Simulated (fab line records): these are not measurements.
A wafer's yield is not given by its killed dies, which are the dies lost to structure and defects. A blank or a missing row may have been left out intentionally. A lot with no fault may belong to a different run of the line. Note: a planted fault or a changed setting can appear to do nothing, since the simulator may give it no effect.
Chamber matching    flow n5_finfet    N5_HKMG_FIN_ETCH_35 on rie_diel-06: 4 sister chambers
The step etches SOC in N2/H2, target depth 215.8 nm, time 243.4 s. 8 wafers are shown with their chamber, then 10 later ones without.

## EACH WAFER AND ITS CHAMBER
wafer   chamber  showerhead_plenum_p_Torr (Torr)  drypump_motor_current_A (A)
L085.4  0        2.72                             5.8
L085.5  3        2.68                             6.1
L085.6  2        2.51                             4.9
L088.1  2        2.50                             4.9
L088.4  1        2.45                             5.8
L088.6  3        2.67                             6.0
L090.1  1        2.45                             5.8
L090.2  0        2.71                             5.8

## WAFERS MISSING THEIR CHAMBER
wafer   showerhead_plenum_p_Torr (Torr)  drypump_motor_current_A (A)
L090.3  2.50                             5.0
L090.4  2.67                             6.0
L090.5  2.50                             4.9
L090.6  2.67                             6.0
L093.1  2.67                             6.0
L093.2  2.50                             5.0
L093.3  2.71                             5.8
L093.4  2.67                             6.0
L093.5  2.71                             5.8
L093.6  2.50                             5.0

## WHICH CHAMBER EACH ONE RAN IN
wafer   from the rows above  in truth
L090.3  2                    2
L090.4  3                    3
L090.5  2                    2
L090.6  3                    3
L093.1  3                    3
L093.2  2                    2
L093.3  0                    0
L093.4  3                    3
L093.5  0                    0
L093.6  2                    2
Correctly placed: 10 of 10. Not placeable from these rows: 0. Placed wrongly: 0.
How it was worked out, from the rows above alone: a wafer's distance from a chamber is the root of the sum, over the readings, of the square of ((its reading less the chamber's mean) divided by the reading's scatter). If the next closest chamber is less than 2 further off than the closest, the wafer can't be placed; otherwise it belongs to the closest. The mean given for a chamber averages the wafers shown for that chamber. The scatter: the root of (the sum of the squares of (reading less its chamber's mean) over the shown wafers, divided by (wafers less chambers)).
